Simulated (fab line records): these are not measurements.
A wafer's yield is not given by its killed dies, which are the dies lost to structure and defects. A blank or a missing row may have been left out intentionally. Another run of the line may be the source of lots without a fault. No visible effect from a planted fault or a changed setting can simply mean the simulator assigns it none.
Struck lot and sound lot, side by side    flow n5-finfet    19 steps out of a route of 1938
Sound: the wafers L427.4, L427.5, L427.6. The struck wafers were L422.4, L422.5, L422.6. The cause comes at the end.
At each step with rows: each side's tool, then ch and its chambers, then its first start. Under that, the readings that differ: sound wafers    struck wafers    difference of the means    sigmas: that difference in standard deviations of wafers without a fault.
alike: words and numbers the same on both sides, and readings whose means are apart by under 2 such deviations; not compared: readings that were withheld, readings missing a value for some wafer, numbers with overlapping values and no deviation given by the record, and bounds like >300 which may hide the same value.
The two part at a step that has a row with sigmas, a row that says differs or no value, or rows on one side only. Numbers that have no deviation but don't overlap get no sigmas and don't part them. A reading missing from all wafers of one side parts the sides only when that side holds two or more wafers.

first, 7 steps without rows for these wafers: N5_BEOL_M7_COAT_60 (time 60 s, resist thk 35 nm); N5_BEOL_M7_COAT_05 (resist thk 90 nm); N5_BEOL_M7_EBR_07; N5_BEOL_M7_SOFTBAKE_06 (time 60 s); N5_BEOL_M7_EXPOSE_08 (exposes mask M7); N5_BEOL_M7_PEB_09 (peb time 60 s); N5_BEOL_M7_DEVELOP_10 (develop time 30 s).
N5_BEOL_M7_CD_MEAS_11 targets a cd of 38.5 nm.
  sound on cd-sem-03 ch 0, day 13 07:06; struck on cd-sem-02 ch 0, day 12 07:01
  alike: cd-nm
N5_BEOL_M7_OVL_MEAS_12:
  sound on overlay-01 ch 0, day 13 07:07; struck on overlay-02 ch 0, day 12 07:03
  alike: M7_OVL
N5_BEOL_M7_INSPECT_13: inspects for defects (brightfield).
  struck on defect-inspect-01, day 12 07:04; sound on defect-inspect-02, day 13 07:09
  alike: raw-defect-count
N5_BEOL_M7_DESCUM_16: chemistry O2, time 7.9 s.
  sound on rie-diel-03 ch 0,1, day 13 07:13; struck on rie-diel-01 ch 1,2,3, day 12 07:46
  alike: bias-power-w, drypump-motor-current-A, oes-product-au, rf-vpp-V, showerhead-plenum-p-Torr, throttle-valve-pct
  not compared: rf-hours-counter-h
N5_BEOL_M7_ETCH_61: etches SiARC in CF4, target depth 45.5 nm, time 75.8 s.
  sound on rie-diel-03 ch 0,1, day 13 07:15; struck on rie-diel-01 ch 1,2,3, day 12 07:49
reading                          sound           struck          difference  sigmas
showerhead-plenum-p-Torr (Torr)  2.22 2.19 2.22  2.14 2.05 2.13  -0.10       -2
  alike: bias-w, cf4-flow-sccm, drypump-motor-current-A, etch-rf-on-time-s, oes-product-au, rf-vpp-V, throttle-valve-pct
  not compared: rf-hours-counter-h
N5_BEOL_M7_ETCH_62: etches SOC in N2/H2, target depth 110 nm, overetch 22 nm, time 165 s.
  sound on rie-diel-03 ch 0,1, day 13 07:18; struck on rie-diel-01 ch 1,2,3, day 12 07:55
  no value came back on the struck wafers for any of 7 readings (bias-w (W), chamber-pressure-mTorr (mTorr) and others); on the sound wafers bias-w (W) reads 150.0 149.8 150.0
reading                                       sound           struck        difference  sigmas
model.CAR-ArF_of_BEOL_M7_COAT_05.thk-nm (nm)  0 0 0           51.2 51 50.6  +50.9       
model.SiARC_of_BEOL_M7_COAT_60.thk-nm (nm)    28.6 28.6 28.6  35 34.8 34.8  +6          
  not compared: rf-hours-counter-h
then, 1 step without rows for these wafers: N5_BEOL_M7_STRIP_68 (strips in N2/H2).
N5_BEOL_M7_STRIP_67: strips in CF4.
  sound on rie-diel-03 ch 0,1, day 13 07:27; struck on rie-diel-01 ch 1,2,3, day 12 08:00
reading                          sound           struck          difference  sigmas
showerhead-plenum-p-Torr (Torr)  1.86 1.84 1.86  1.79 1.74 1.77  -0.09       -2
  alike: bias-power-w, drypump-motor-current-A, oes-product-au, rf-vpp-V, throttle-valve-pct
  not compared: rf-hours-counter-h
N5_BEOL_M7_HM_OPEN_17: chemistry Cl2/BCl3, target TiN, target depth 20 nm, overetch 6 nm.
  sound on rie-metal-01 ch 0,1, day 13 07:31; struck on rie-metal-01 ch 0,1, day 12 08:04
reading                 sound              struck             difference  sigmas
oes-product-au (a.u.)   0.61 0.66 0.61     0.27 0.29 0.27     -0.35       -4
throttle-valve-pct (%)  21.78 22.35 21.77  22.43 22.99 22.43  +0.65       +3
  alike: drypump-motor-current-A
  not compared: rf-hours-counter-h
N5_BEOL_M7_STRIP_19: strips in O2.
  sound on rie-diel-03 ch 0,1,2, day 13 07:36; struck on rie-diel-03 ch 0,1,2, day 12 08:14
  alike: drypump-motor-current-A, oes-product-au, rf-vpp-V, showerhead-plenum-p-Torr, throttle-valve-pct
  not compared: rf-hours-counter-h
N5_BEOL_M7_CD_MEAS_18: pitch 80 nm, target cd 40 nm.
  struck on cd-sem-01, day 12 08:18; sound on cd-sem-01, day 13 07:41
reading     sound           struck  difference                     sigmas
cd-nm (nm)  40.9 39.9 40.8  - - -   no value on the struck wafers  
then, 1 step without rows for these wafers: N5_BEOL_M7_COAT_63 (time 60 s, resist thk 60 nm).

## WHERE THEY PART
Earliest at N5_BEOL_M7_ETCH_61; latest, in this record, at N5_BEOL_M7_CD_MEAS_18.

WHY: whatever the simulator had introduced
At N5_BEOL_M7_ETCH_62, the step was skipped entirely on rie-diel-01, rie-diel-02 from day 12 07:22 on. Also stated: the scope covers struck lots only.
